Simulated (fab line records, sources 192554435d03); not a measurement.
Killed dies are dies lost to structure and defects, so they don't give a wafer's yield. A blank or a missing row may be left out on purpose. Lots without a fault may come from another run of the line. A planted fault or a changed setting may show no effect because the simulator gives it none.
Which tool did it? | flow n5_finfet | 8 lots, 24 wafers sampled, at 5 steps of a route of 1938

WHAT THE GAUGES READ, wafer by wafer
N5_STI_FIN_REVEAL_CD_MEAS_22: target cd 6.238 nm, pitch 28 nm.
lot  | measured    | on        | cd_nm (nm)
L511 | day 2 21:22 | cd_sem-02 | 6.15 6.31 6.27
L514 | day 3 14:07 | cd_sem-01 | 5.98 5.66 6.16
L519 | day 4 20:46 | cd_sem-03 | 7.28 7.33 7.38
L520 | day 5 02:21 | cd_sem-03 | 7.26 7.49 7.25
L522 | day 5 13:01 | cd_sem-01 | 6.62 6.42 6.27
L530 | day 7 13:40 | cd_sem-03 | 5.82 6.53 6.16
L531 | day 7 19:22 | cd_sem-03 | 6.76 6.11 6.50
L532 | day 8 00:52 | cd_sem-03 | 6.43 6.08 6.40

WHICH TOOL RAN EACH LOT (tool, then ch and the chambers of the sampled wafers, then the start)
lot  | N5_FIN_CUT_STRIP_24               | N5_FIN_CUT_CUT_ETCH_26            | N5_STI_FIN_REVEAL_DENSIFY_30    | N5_STI_FIN_REVEAL_OXIDATION_33
L511 | rie_diel-04 ch 1,2,3, day 2 12:08 | rie_diel-04 ch 1,2,3, day 2 12:09 | rtp_anneal-01 ch 0, day 2 18:16 | plasma_asher-02 ch 1, day 2 21:12
L514 | rie_diel-02 ch 0,2, day 3 04:25   | rie_diel-02 ch 0,2, day 3 04:26   | rtp_anneal-02 ch 0, day 3 10:49 | plasma_asher-01 ch 0,1, day 3 13:58
L519 | rie_diel-05 ch 1,2, day 4 10:08   | rie_diel-05 ch 1,2, day 4 10:10   | rtp_anneal-01 ch 0, day 4 17:39 | plasma_asher-01 ch 0,1, day 4 20:36
L520 | rie_diel-04 ch 1,2,3, day 4 15:40 | rie_diel-04 ch 1,2,3, day 4 15:41 | rtp_anneal-01 ch 0, day 4 23:14 | plasma_asher-01 ch 0,1, day 5 02:11
L522 | rie_diel-05 ch 0,1,2, day 5 03:52 | rie_diel-05 ch 0,1,2, day 5 03:53 | rtp_anneal-02 ch 0, day 5 09:50 | plasma_asher-01 ch 0,1, day 5 12:51
L530 | rie_diel-05 ch 1,2,3, day 7 04:26 | rie_diel-05 ch 1,2,3, day 7 04:27 | rtp_anneal-01 ch 0, day 7 10:34 | plasma_asher-01 ch 0,1, day 7 13:30
L531 | rie_diel-05 ch 1,3, day 7 10:14   | rie_diel-05 ch 1,3, day 7 10:16   | rtp_anneal-02 ch 0, day 7 16:13 | plasma_asher-02 ch 0, day 7 19:13
L532 | rie_diel-02 ch 1,2,3, day 7 15:47 | rie_diel-02 ch 1,2,3, day 7 15:49 | rtp_anneal-01 ch 0, day 7 21:44 | plasma_asher-01 ch 0,1, day 8 00:42
- N5_FIN_CUT_STRIP_24: strips in CF4.
- N5_FIN_CUT_CUT_ETCH_26: etches SiNx in CH3F/O2, target depth 39 nm, time 55.7 s.
- N5_STI_FIN_REVEAL_DENSIFY_30
- N5_STI_FIN_REVEAL_OXIDATION_33: chemistry O2 PLASMA REMOTE, time 20 s.

THE ANSWER, worked out from the rows above alone
Rule: what is usual is taken from the lots themselves. Put in order of their means at a reading, lots are off if they are a third of the lots or fewer, leave a main group of 4 or more, and stand apart from it by a gap of 3 or more times the standard deviation of the main group's means; of several such gaps the widest counts. A main group whose means are all the same, to the digits that the tables above print for the reading, isn't used. A lot without any number at a reading at which 4 lots or more have one is off too. The other lots that the step has rows for count as sound.
Off: L519, L520, at N5_STI_FIN_REVEAL_CD_MEAS_22 (cd_nm). The main group: mean 6.26 nm, standard deviation 0.18.
A tool fits if, at a process step before that reading, it ran every lot that is off, and no sound lot after the first of them. The gauges at N5_STI_FIN_REVEAL_CD_MEAS_22 are tried like those tools. None of those tried fits.

WHAT THE SIMULATOR HAD PUT IN
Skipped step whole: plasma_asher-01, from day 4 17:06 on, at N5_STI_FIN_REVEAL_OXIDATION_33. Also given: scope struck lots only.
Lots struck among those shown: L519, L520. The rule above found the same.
